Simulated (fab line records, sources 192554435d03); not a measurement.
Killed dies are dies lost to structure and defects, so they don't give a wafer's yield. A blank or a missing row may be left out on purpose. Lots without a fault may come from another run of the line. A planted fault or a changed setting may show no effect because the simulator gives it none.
fab line records | flow n5_finfet
record lots=6 wafers=18 last_day=18
route steps=1938 shown BEOL_M11@1561 PASSIVATION@1936
lots that met no fault: from a run of the same line without faults
start_h: hours from the record's first day to the start of the lot's first wafer shown | wait_h: hours since the lot's step before | " the same as in the row above | L1.1+2: a row that stands for several wafers | - no value, or no start given | * or withheld: withheld | < > ~ a bound
route shown NAME@n: a module of which the file shows steps, and the number in the route of the first | usual: mean/standard deviation of fault-free wafers | same: alike in all rows | chamber/n: place in a boat | sites: the reading at each site | _std_site: their standard deviation | _edge_site: outer sites' mean less inner sites' | radius_mm: how far each site lies from the wafer's centre | mask NAME#n: copy n | behind: the tool/chamber that last shaped the wafer | hold: why the lot was held/for how many hours/how that ended | device: the transistor (n, p or np) that didn't switch | end of line: the same wafers' tests at the end of the route | a step without rows: its recipe alone | killed: dies lost to structure and defects at the first sort, not the wafer's yield | map: a wafer's dies, x killed, . not, _ none there
set.NAME: the setting as run; set.NAME@STEP: as run at that earlier step | model.NAME: the simulator's own value behind a step, which no gauge read
lots at some steps of the route; a table a step, a row a wafer
services: from which hour (start_h, from the record's first day; less than 0 if before it) a tool's chamber was out of use, for how many hours, and why
## steps
# step N5_BEOL_M11_COAT_64
# recipe resist=SiARC temp_c=220 time_s=60 spin_rpm=1500 resist_thk_nm=30
# step N5_BEOL_M11_COAT_22
# recipe resist=CAR-ArF spin_rpm=1500 resist_thk_nm=90
# step N5_BEOL_M11_EBR_24
# recipe solvent=PGMEA ebr_width_mm=1.5
# step N5_BEOL_M11_SOFTBAKE_23
# recipe temp_c=110 time_s=60 resist=CAR-ArF
# step N5_BEOL_M11_EXPOSE_25
# recipe mask_id=V10 na=1.35 source_shape=annular sigma_inner=0.5 sigma_outer=0.8 polarization=unpolarized dose_mj=85.5
# step N5_BEOL_M11_PEB_26
# recipe peb_temp_c=withheld peb_time_s=60 resist=CAR-ArF
# step N5_BEOL_M11_DEVELOP_27
# recipe develop_time_s=30 developer=TMAH resist=CAR-ArF rinse_liquid=diw dry=air_spin dev_temp_c=23
# step N5_BEOL_M11_CD_MEAS_28
# recipe target_cd_nm=70 landing_energy_ev=500 detector=se_inlens polarity=opening
# usual cd_nm=69.5/1.2
# columns lot.wafer tool chamber start_h wait_h cd_nm
L131.1 cd_sem-01 0 258.19 - 70.6
L131.2 " 0 " " 70.8
L131.3 " 0 " " 70.6
L133.4 cd_sem-02 0 266.26 - 68.0
L133.5 " 0 " " 68.4
L133.6 " 0 " " 69.1
L145.1 cd_sem-03 0 327.62 - 70.2
L145.4 " 0 " " 71.4
L145.6 " 0 " " 70.7
L147.1 cd_sem-01 0 346.32 - 66.6
L147.4 " 0 " " 67.4
L147.6 " 0 " " 68.2
L148.1 cd_sem-02 0 355.14 - 70.3
L148.3 " 0 " " 69.9
L148.4 " 0 " " 69.9
L152.2 cd_sem-02 0 377.77 - 70.0
L152.5 " 0 " " 71.5
L152.6 " 0 " " 68.7
# step N5_BEOL_M11_OVL_MEAS_29
# recipe points_per_wafer=44
# usual V10_OVL=0.1/0.8
# same points_per_wafer=44
# columns lot.wafer tool chamber start_h wait_h V10_OVL[nm]
L131.1 overlay-01 0 258.22 0.0 0.2
L131.2 " 0 " " 1.1
L131.3 " 0 " " 0.0
L133.4 overlay-01 0 266.29 0.0 0.1
L133.5 " 0 " " -1.0
L133.6 " 0 " " -0.5
L145.1 overlay-01 0 327.65 0.0 -0.3
L145.4 " 0 " " 0.4
L145.6 " 0 " " 1.1
L147.1 overlay-02 0 346.35 0.0 1.0
L147.4 " 0 " " -0.1
L147.6 " 0 " " 1.1
L148.1 overlay-02 0 355.17 0.0 -0.5
L148.3 " 0 " " -0.2
L148.4 " 0 " " 0.0
L152.2 overlay-01 0 377.80 0.0 -0.3
L152.5 " 0 " " 0.0
L152.6 " 0 " " 0.2
# step N5_BEOL_M11_INSPECT_30
# recipe mode=adi inspect_instrument=brightfield
# usual raw_defect_count=422/93
# columns lot.wafer tool chamber start_h wait_h raw_defect_count
L131.1 defect_inspect-02 - 258.25 0.0 315
L131.2 " - " " 403
L131.3 " - " " 365
L133.4 defect_inspect-02 - 266.32 0.0 430
L133.5 " - " " 357
L133.6 " - " " 351
L145.1 defect_inspect-02 - 328.24 0.6 400
L145.4 " - " " 278
L145.6 " - " " 303
L147.1 defect_inspect-01 - 346.37 0.0 547
L147.4 " - " " 497
L147.6 " - " " 338
L148.1 defect_inspect-02 - 355.20 0.0 401
L148.3 " - " " 438
L148.4 " - " " 332
L152.2 defect_inspect-02 - 377.82 0.0 454
L152.5 " - " " 445
L152.6 " - " " 700
# step N5_BEOL_M11_DESCUM_33
# recipe chemistry=O2 time_s=7.9 source_power_w=50 bias_power_w=20 pressure_mtorr=20 rf_frequency_hz=2.712e+07 temp_c=40 resist=CAR-ArF o2_flow_sccm=225
# usual drypump_motor_current_A=5.9/0.54 o2_flow_sccm=224.9/0.68 oes_product_au=0.79/0.1 rf_vpp_V=243.6/1.4 showerhead_plenum_p_Torr=2.12/0.059 temp_c=39.99/0.1 throttle_valve_pct=20.41/0.25
# columns lot.wafer tool chamber start_h wait_h drypump_motor_current_A o2_flow_sccm oes_product_au rf_hours_counter_h rf_vpp_V showerhead_plenum_p_Torr temp_c throttle_valve_pct
L131.1 rie_diel-05 0 258.28 0.0 6.6 225.5 0.74 176 240.6 2.02 40.01 20.22
L131.2 " 1 " " 5.3 224.9 0.96 11 245.1 2.14 39.94 20.34
L131.3 " 2 " " 6.6 224.3 0.74 180 243.8 2.11 39.95 20.63
L133.4 rie_diel-02 3 266.48 0.2 6.2 225.5 0.66 - 244.1 2.17 39.88 20.60
L133.5 " 2 " " 5.9 225.4 0.92 - 246.0 2.23 40.09 20.07
L133.6 " 1 " " 6.3 224.6 0.80 - 242.1 2.13 39.88 20.18
L145.1 rie_diel-05 3 328.27 0.0 5.8 225.8 0.68 211 243.9 2.14 39.93 20.67
L145.4 " 1 " " 5.3 224.7 0.92 30 243.0 2.13 39.96 20.38
L145.6 " 2 " " 6.6 227.2 0.73 - 242.7 2.10 40.07 20.67
L147.1 rie_diel-05 3 346.72 0.4 5.8 225.6 0.67 218 244.4 2.14 40.09 20.70
L147.4 " 0 " " 6.6 224.2 0.73 202 240.9 2.01 40.03 20.28
L147.6 " 2 " " 6.6 224.9 0.71 - 243.3 2.10 39.89 20.67
L148.1 rie_diel-02 3 355.23 0.0 6.2 226.0 0.94 13 245.2 2.16 39.93 20.15
L148.3 " 2 " " 5.9 224.2 0.86 39 246.0 2.22 40.12 20.10
L148.4 " 0 " " 5.2 224.5 0.90 27 243.5 2.10 40.15 20.03
L152.2 rie_diel-03 0 377.97 0.1 5.9 224.0 0.85 73 243.0 2.01 40.01 20.37
L152.5 " 0 " " 5.9 224.3 0.85 - 241.3 2.01 39.96 20.37
L152.6 " 3 " " 4.9 224.8 0.69 - 243.9 2.16 40.01 20.59
# step N5_BEOL_M11_ETCH_65
# recipe chemistry=CF4 target=SiARC target_depth_a=390 mask_material=CAR-ArF time_s=65 ion_energy_ev=80 pressure_mtorr=40 source_w=545 bias_w=36 Ar_flow_sccm=100 cf4_flow_sccm=100 ends=cleared
# usual drypump_motor_current_A=5.9/0.54 etch_rf_on_time_s=65.7/1.8 oes_product_au=0.67/0.082 rf_vpp_V=184.4/1.2 showerhead_plenum_p_Torr=2.17/0.059 throttle_valve_pct=15.58/0.24
# columns lot.wafer tool chamber start_h wait_h drypump_motor_current_A etch_rf_on_time_s oes_product_au rf_hours_counter_h rf_vpp_V showerhead_plenum_p_Torr throttle_valve_pct
L131.1 rie_diel-05 0 258.32 0.0 6.6 67.5 0.62 176 181.2 2.06 15.41
L131.2 " 1 " " 5.3 65.3 0.80 11 183.8 2.18 15.39
L131.3 " 2 " " 6.6 66.2 0.63 180 184.0 2.12 15.57
L133.4 rie_diel-02 3 266.52 0.0 6.2 65.7 0.57 - 185.4 2.20 15.69
L133.5 " 2 " " 5.9 68.0 0.77 - 184.8 2.28 15.19
L133.6 " 1 " " 6.3 65.8 0.67 - 184.1 2.17 15.33
L145.1 rie_diel-05 3 328.30 0.0 5.9 66.5 0.57 212 185.4 2.20 15.90
L145.4 " 1 " " 5.3 63.8 0.77 30 186.0 2.18 15.42
L145.6 " 2 " " 6.6 66.3 0.61 - 184.3 2.11 15.62
L147.1 rie_diel-05 3 346.76 0.0 5.9 65.7 0.58 218 184.3 2.20 15.94
L147.4 " 0 " " 6.5 67.4 0.61 202 181.4 2.05 15.46
L147.6 " 2 " " 6.6 66.8 0.60 - 183.8 2.11 15.62
L148.1 rie_diel-02 3 355.27 0.0 6.2 64.6 0.82 13 183.9 2.19 15.21
L148.3 " 2 " " 5.9 67.4 0.72 39 185.1 2.27 15.25
L148.4 " 0 " " 5.2 64.8 0.77 27 184.4 2.18 15.39
L152.2 rie_diel-03 0 378.00 0.0 5.9 64.4 0.72 73 184.5 2.08 15.73
L152.5 " 0 " " 5.9 64.5 0.72 - 185.3 2.08 15.72
L152.6 " 3 " " 4.9 66.1 0.59 - 183.6 2.21 15.78
# step N5_BEOL_M11_ETCH_66
# recipe chemistry=N2/H2 target=SOC target_depth_a=1200 overetch_a=240 mask_material=SiARC temp_c=40 time_s=180 ion_energy_ev=200 pressure_mtorr=30 source_w=840 bias_w=150 n2_flow_sccm=200 h2_flow_sccm=200
# usual drypump_motor_current_A=5.9/0.55 n2_flow_sccm=200.0/0.58 oes_product_au=0.64/0.076 rf_vpp_V=524.6/2.2 showerhead_plenum_p_Torr=2.57/0.072 temp_c=40.00/0.12 throttle_valve_pct=17.80/0.24
# columns lot.wafer tool chamber start_h wait_h drypump_motor_current_A n2_flow_sccm oes_product_au rf_hours_counter_h rf_vpp_V showerhead_plenum_p_Torr temp_c throttle_valve_pct model.SiARC_of_BEOL_M11_COAT_64.thk_nm
L131.1 rie_diel-05 0 258.37 0.0 6.6 199.6 0.60 176 519.9 2.44 39.77 17.67 22.8
L131.2 " 1 " " 5.3 199.8 0.75 11 525.1 2.59 40.15 17.61 22.4
L131.3 " 2 " " 6.6 200.9 0.59 180 523.5 2.52 39.91 17.85 23
L133.4 rie_diel-02 3 266.60 0.1 6.2 200.4 0.55 - 526.5 2.63 39.99 18.00 22.8
L133.5 " 2 " " 5.9 199.7 0.74 - 527.9 2.70 40.00 17.31 23.2
L133.6 " 1 " " 6.3 200.2 0.64 - 524.1 2.59 40.02 17.64 22.6
L145.1 rie_diel-05 3 328.35 0.0 5.9 200.6 0.56 212 527.7 2.63 40.03 18.18 18.2
L145.4 " 1 " " 5.3 199.9 0.72 30 525.2 2.59 39.95 17.64 22.4
L145.6 " 2 " " 6.6 200.5 0.58 - 522.4 2.51 40.13 17.87 22.8
L147.1 rie_diel-05 3 346.81 0.0 5.9 200.7 0.56 218 525.7 2.62 40.11 18.20 18
L147.4 " 0 " " 6.6 199.9 0.58 202 520.3 2.43 39.93 17.72 22.8
L147.6 " 2 " " 6.7 199.9 0.58 - 521.8 2.51 40.02 17.89 23
L148.1 rie_diel-02 3 355.32 0.0 6.3 199.5 0.77 13 525.4 2.62 40.18 17.51 22.6
L148.3 " 2 " " 5.9 200.0 0.69 39 527.7 2.68 40.15 17.36 23
L148.4 " 0 " " 5.2 200.0 0.72 27 525.9 2.58 40.11 17.46 22.6
L152.2 rie_diel-03 0 378.05 0.0 5.9 199.8 0.68 73 520.9 2.48 40.16 17.96 22.6
L152.5 " 0 " " 5.9 199.2 0.68 - 522.8 2.48 40.15 17.95 22.6
L152.6 " 3 " " 4.8 200.1 0.56 - 524.8 2.62 40.08 18.01 22.6
# step N5_BEOL_M11_STRIP_69
# recipe chemistry=N2/H2 temp_c=40 n2_flow_sccm=200 h2_flow_sccm=200 rf_frequency_hz=6e+07
# step N5_PASSIVATION_PROBE_49
# usual defect_limited_yield=91.1/1.4 killed_at_M0_to_M3=34/9.7 killed_at_M4_up=13/5.1 killed_at_contacts=14/6.3 killed_at_front_end=40/11 killed_at_other=3.5/2.7 killed_dies=105/16 killed_open=70/12 killed_short=34/7.8 sort_bin_4_leakage=0.02/0.13 sort_bin_5_function=5.2/0.88 sort_bin_6_memory=3.3/0.7 sort_bin_8_speed=0.1/0.62 sort_n_pass=1074/17 sort_yield_pct=91.0/1.5
# same gross_dies=1180 killed_at_back_side=0
# columns lot.wafer tool chamber start_h wait_h defect_limited_yield[%] killed_at_M0_to_M3 killed_at_M4_up killed_at_contacts killed_at_front_end killed_at_other killed_dies killed_open killed_short sort_bin_4_leakage[%] sort_bin_5_function[%] sort_bin_6_memory[%] sort_bin_8_speed[%] sort_n_pass sort_yield_pct[%]
L131.1 prober-02 - 298.07 0.0 90.3 52 11 13 37 1 114 73 40 0 5.0 4.0 0 1066 90.3
L131.2 prober-02 - 298.12 0.1 91.5 28 6 17 41 8 100 61 38 0 5.0 3.1 0 1080 91.5
L131.3 prober-02 - 298.17 0.1 93.2 28 11 11 25 5 80 55 24 0.17 4.2 2.6 0 1098 93.1
L133.4 prober-01 - 307.80 0.2 91.5 26 16 25 31 2 100 69 30 0 5.0 3.1 0 1080 91.5
L133.5 prober-01 - 307.85 0.2 91.8 24 14 15 40 4 97 62 32 0 5.1 3.0 0 1083 91.8
L133.6 prober-01 - 307.90 0.3 92.4 17 18 13 39 3 90 62 27 0 3.6 3.7 0 1090 92.4
L145.1 prober-01 - 371.50 0.0 92.0 35 19 11 28 1 94 67 26 0 4.8 2.7 0 1086 92.0
L145.4 prober-01 - 371.65 0.2 92.7 30 11 4 38 3 86 57 28 0 4.4 2.5 0 1094 92.7
L145.6 prober-01 - 371.75 0.3 92.2 40 9 7 33 3 92 67 25 0 4.2 3.4 0 1088 92.2
L147.1 prober-01 - 387.99 0.0 92.8 29 8 12 33 3 85 54 30 0 4.6 2.5 0 1095 92.8
L147.4 prober-01 - 388.14 0.2 92.4 30 6 12 37 5 90 56 32 0 3.6 3.9 0 1090 92.4
L147.6 prober-01 - 388.24 0.3 90.7 43 9 16 40 2 110 64 45 0 5.3 3.3 0 1070 90.7
L148.1 prober-01 - 398.79 0.0 89.6 47 10 20 42 4 123 79 42 0 5.6 4.4 0 1057 89.6
L148.3 prober-01 - 398.89 0.1 91.3 45 13 7 31 7 103 65 37 0 6.0 2.4 0 1077 91.3
L148.4 prober-01 - 398.94 0.2 90.9 45 7 14 36 5 107 57 48 0 5.7 2.7 0 1073 90.9
# killed by level:class
L131.1 BEOL_M3:geometric_particle:open=14 FIN_SAQP:geometric_particle:short=9 MOL_CONTACT_COAG:geometric_particle:open=9 BEOL_M0_SAQP:geometric_particle:open=9 DUMMY_GATE:geometric_particle:open=8 BEOL_M2:geometric_particle:open=6 GATE_CUT:geometric_particle:open=5 BEOL_M0:geometric_particle:open=5
L131.2 MOL_CONTACT_COAG:geometric_particle:open=13 BEOL_M0_SAQP:geometric_particle:short=8 STI_FIN_REVEAL:geometric_particle:open=7 BEOL_M1:geometric_particle:open=7 FIN_SAQP:geometric_particle:open=6 STARTING-WAFER:geometric_particle:short=6 GATE_CUT:geometric_particle:open=5 DUMMY_GATE:geometric_particle:open=4
L131.3 MOL_CONTACT_COAG:geometric_particle:open=10 GATE_CUT:geometric_particle:short=7 BEOL_M2:geometric_particle:open=6 BEOL_M3:geometric_particle:open=6 STI_FIN_REVEAL:geometric_particle:open=5 BEOL_M0_SAQP:geometric_particle:short=5 BEOL_M5:geometric_particle:open=4 STARTING-WAFER:geometric_particle:short=3
L133.4 MOL_CONTACT_COAG:geometric_particle:open=19 FIN_SAQP:geometric_particle:open=13 BEOL_M4:geometric_particle:open=11 BEOL_M0_SAQP:geometric_particle:open=7 MOL_CONTACT_COAG:geometric_particle:short=6 FIN_SAQP:geometric_particle:short=4 BEOL_M0_SAQP:geometric_particle:short=4 BEOL_M3:geometric_particle:open=4
L133.5 MOL_CONTACT_COAG:geometric_particle:open=10 STI_FIN_REVEAL:geometric_particle:open=9 BEOL_M4:geometric_particle:open=9 BEOL_M2:geometric_particle:open=8 STARTING-WAFER:geometric_particle:open=6 FIN_SAQP:geometric_particle:short=5 GATE_CUT:geometric_particle:short=5 MOL_CONTACT_COAG:geometric_particle:short=5
L133.6 MOL_CONTACT_COAG:geometric_particle:open=13 BEOL_M4:geometric_particle:open=12 FIN_SAQP:geometric_particle:open=9 FIN_SAQP:geometric_particle:short=8 GATE_CUT:geometric_particle:short=6 BEOL_M0_SAQP:geometric_particle:short=6 BEOL_M3:geometric_particle:open=6 STI_FIN_REVEAL:geometric_particle:open=5
L145.1 STI_FIN_REVEAL:geometric_particle:open=12 MOL_CONTACT_COAG:geometric_particle:open=9 BEOL_M0_SAQP:geometric_particle:open=7 BEOL_M2:geometric_particle:open=6 BEOL_M1:geometric_particle:open=5 BEOL_M0_SAQP:geometric_particle:short=5 STI_FIN_REVEAL:geometric_particle:short=4 BEOL_M4:geometric_particle:open=4
L145.4 STI_FIN_REVEAL:geometric_particle:open=9 FIN_SAQP:geometric_particle:open=7 BEOL_M0_SAQP:geometric_particle:open=6 BEOL_M1:geometric_particle:open=6 BEOL_M4:geometric_particle:open=6 BEOL_M0_SAQP:geometric_particle:short=5 BEOL_M3:geometric_particle:open=5 STARTING-WAFER:geometric_particle:short=4
L145.6 BEOL_M3:geometric_particle:open=11 FIN_SAQP:geometric_particle:open=10 BEOL_M0_SAQP:geometric_particle:open=9 BEOL_M0_SAQP:geometric_particle:short=9 STI_FIN_REVEAL:geometric_particle:open=7 DUMMY_GATE:geometric_particle:open=6 BEOL_M4:geometric_particle:open=6 BEOL_M2:geometric_particle:open=5
L147.1 STI_FIN_REVEAL:geometric_particle:open=10 MOL_CONTACT_COAG:geometric_particle:open=9 GATE_CUT:geometric_particle:short=6 BEOL_M1:geometric_particle:open=6 GATE_CUT:geometric_particle:open=4 BEOL_M0_SAQP:geometric_particle:open=4 BEOL_M0_SAQP:geometric_particle:short=4 BEOL_M2:geometric_particle:open=4
L147.4 MOL_CONTACT_COAG:geometric_particle:open=12 FIN_SAQP:geometric_particle:short=8 GATE_CUT:geometric_particle:short=6 BEOL_M0_SAQP:geometric_particle:open=6 BEOL_M1:geometric_particle:open=6 STI_FIN_REVEAL:geometric_particle:open=5 BEOL_M0_SAQP:geometric_particle:short=5 FIN_SAQP:geometric_particle:open=4
L147.6 MOL_CONTACT_COAG:geometric_particle:open=13 FIN_SAQP:geometric_particle:short=12 BEOL_M0_SAQP:geometric_particle:open=11 BEOL_M0_SAQP:geometric_particle:short=11 BEOL_M2:geometric_particle:open=7 DUMMY_GATE:geometric_particle:open=6 BEOL_M1:geometric_particle:open=6 GATE_CUT:geometric_particle:short=5
L148.1 MOL_CONTACT_COAG:geometric_particle:open=16 BEOL_M0_SAQP:geometric_particle:short=12 BEOL_M0_SAQP:geometric_particle:open=12 BEOL_M3:geometric_particle:open=11 FIN_SAQP:geometric_particle:open=8 FIN_SAQP:geometric_particle:short=7 STI_FIN_REVEAL:geometric_particle:open=7 BEOL_M1:geometric_particle:open=5
L148.3 BEOL_M3:geometric_particle:open=17 BEOL_M0_SAQP:geometric_particle:short=12 BEOL_M0_SAQP:geometric_particle:open=8 FIN_SAQP:geometric_particle:short=7 FIN_SAQP:geometric_particle:open=4 STI_FIN_REVEAL:geometric_particle:open=4 MOL_CONTACT_COAG:geometric_particle:open=4 BEOL_M5:geometric_particle:open=4
L148.4 MOL_CONTACT_COAG:geometric_particle:open=13 BEOL_M0_SAQP:geometric_particle:open=11 FIN_SAQP:geometric_particle:short=9 GATE_CUT:geometric_particle:short=9 BEOL_M0_SAQP:geometric_particle:short=8 BEOL_M2:geometric_particle:open=8 BEOL_M1:geometric_particle:open=5 FIN_SAQP:geometric_particle:open=4
## services
# columns tool chamber start_h hours kind
rie_diel-02 0 254.63 - clean
rie_diel-02 0 254.63 - consumable_replace:focus_ring
rie_diel-02 0 254.63 32.4 scheduled_down
rie_diel-02 0 254.63 32.4 vent_cycle
rie_diel-02 3 287.04 - clean
rie_diel-02 3 287.04 - consumable_replace:focus_ring
rie_diel-02 3 287.04 29.0 scheduled_down
rie_diel-02 3 287.04 29.0 vent_cycle
rie_diel-03 1 298.81 7.3 repair
rie_diel-02 1 322.00 2.0 repair
rie_diel-03 - 350.66 0.5 repair
## key
first_sign none at tools or gauges
model_effect step=N5_BEOL_M11_ETCH_66 value=SiARC_of_BEOL_M11_COAT_64.thk_nm without=22.8 struck=18.1
met_at N5_BEOL_M11_ETCH_66
struck_wafers L145.1,L147.1
fault kind=process_parameter_drift tool=rie_diel-05 chamber=3 onset_h=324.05 steps=N5_BEOL_M11_ETCH_66 channel=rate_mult offset=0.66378 shape=step end_h=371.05
